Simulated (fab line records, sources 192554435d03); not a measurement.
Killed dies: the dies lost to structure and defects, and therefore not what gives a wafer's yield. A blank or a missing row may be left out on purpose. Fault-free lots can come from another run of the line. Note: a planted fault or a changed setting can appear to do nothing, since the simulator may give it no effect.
Chamber matching | flow n5 finfet | pecvd-01 running N5_FIN_SAQP_PECVD_06: 3 sister chambers
The step deposits a-Si from SiH4/He, target thk 60 nm, time 48.1 s. 6 wafers are shown with their chamber, then 11 later ones without.

## WAFERS PAIRED WITH THEIR CHAMBERS
wafer  | chamber | throttle valve pct (%) | showerhead plenum p Torr (Torr)
L078.2 | 1       | 16.6                   | 5.671
L078.6 | 1       | 16.8                   | 5.661
L086.1 | 0       | 17.6                   | 5.631
L086.2 | 2       | 17.9                   | 5.663
L086.5 | 2       | 17.7                   | 5.656
L087.1 | 0       | 17.8                   | 5.657

## WAFERS WITH NO CHAMBER GIVEN
wafer  | throttle valve pct (%) | showerhead plenum p Torr (Torr)
L087.4 | 17.7                   | 5.658
L087.6 | 17.6                   | 5.646
L089.2 | 17.4                   | 5.651
L089.5 | 17.6                   | 5.642
L089.6 | 16.8                   | 5.679
L092.2 | 16.8                   | 5.674
L092.3 | 17.9                   | 5.663
L092.5 | 17.8                   | 5.650
L093.3 | 18.0                   | 5.649
L093.5 | 17.8                   | 5.648
L093.6 | 16.8                   | 5.684

## CHAMBER TAKEN BY EACH
wafer  | from the rows above     | in truth
L087.4 | can't be placed: 2 or 0 | 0
L087.6 | can't be placed: 0 or 2 | 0
L089.2 | can't be placed: 0 or 2 | 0
L089.5 | can't be placed: 0 or 2 | 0
L089.6 | 1                       | 1
L092.2 | 1                       | 1
L092.3 | can't be placed: 2 or 0 | 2
L092.5 | can't be placed: 2 or 0 | 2
L093.3 | can't be placed: 2 or 0 | 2
L093.5 | can't be placed: 0 or 2 | 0
L093.6 | 1                       | 1
Correct placement for 3 of the 11. These rows do not allow placing 8 (true chamber among the candidates in 8). Number placed wrongly: 0.
How it was worked out, from the rows above alone: a wafer's distance from a chamber is the root of the sum, over the readings, of the square of ((its reading less the chamber's mean) divided by the reading's scatter). The wafer belongs to the nearest chamber; if the next one is less than 2 further off, it can't be placed. The mean given for a chamber averages the wafers shown for that chamber. How the scatter is found: for the shown wafers, subtract from each reading the mean of its chamber, square and add these, divide the total by (wafers less chambers), then take the root.
